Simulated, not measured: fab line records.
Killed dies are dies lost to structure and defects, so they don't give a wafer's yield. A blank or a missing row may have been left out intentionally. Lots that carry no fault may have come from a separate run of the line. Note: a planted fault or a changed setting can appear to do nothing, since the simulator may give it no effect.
Chamber matching | flow n5 finfet | 4 sister chambers for N5_SD_EPI_P_SD_RECESS_17 on rie si-01
The step chemistry HBr/Cl2/O2, target depth 39.1 nm, bt time 3 s. 4 wafers are shown with their chamber, then 11 later ones without.

== EACH WAFER AND ITS CHAMBER ==
wafer  | chamber | throttle valve pct (%)
L079.5 | 1       | 36.73
L082.4 | 2       | 36.95
L082.5 | 3       | 37.33
L086.2 | 0       | 36.80

== WAFERS MISSING THEIR CHAMBER ==
wafer  | throttle valve pct (%)
L086.3 | 36.80
L086.6 | 37.31
L087.3 | 36.80
L087.4 | 36.95
L087.5 | 36.80
L088.1 | 37.31
L088.2 | 36.81
L088.3 | 36.95
L097.2 | 37.30
L097.3 | 36.81
L097.6 | 36.97

== CHAMBER TAKEN BY EACH ==
wafer  | from the rows above | in truth
L086.3 | 0                   | 0
L086.6 | 3                   | 3
L087.3 | 0                   | 0
L087.4 | 2                   | 2
L087.5 | 0                   | 0
L088.1 | 3                   | 3
L088.2 | 0                   | 0
L088.3 | 2                   | 2
L097.2 | 3                   | 3
L097.3 | 0                   | 0
L097.6 | 2                   | 2
11 of 11 placed correctly. Left unplaced by these rows: 0. Wrongly placed: 0.
How it was worked out, from the rows above alone: a wafer's distance from a chamber is the root of the sum, over the readings, of the square of ((its reading less the chamber's mean) divided by the reading's scatter). The wafer belongs to the nearest chamber; if the next one is less than 2 further off, it can't be placed. The mean given for a chamber averages the wafers shown for that chamber. The scatter: with one shown wafer a chamber, the root of the mean of the squares of how far each hidden wafer lies from its nearest shown one.
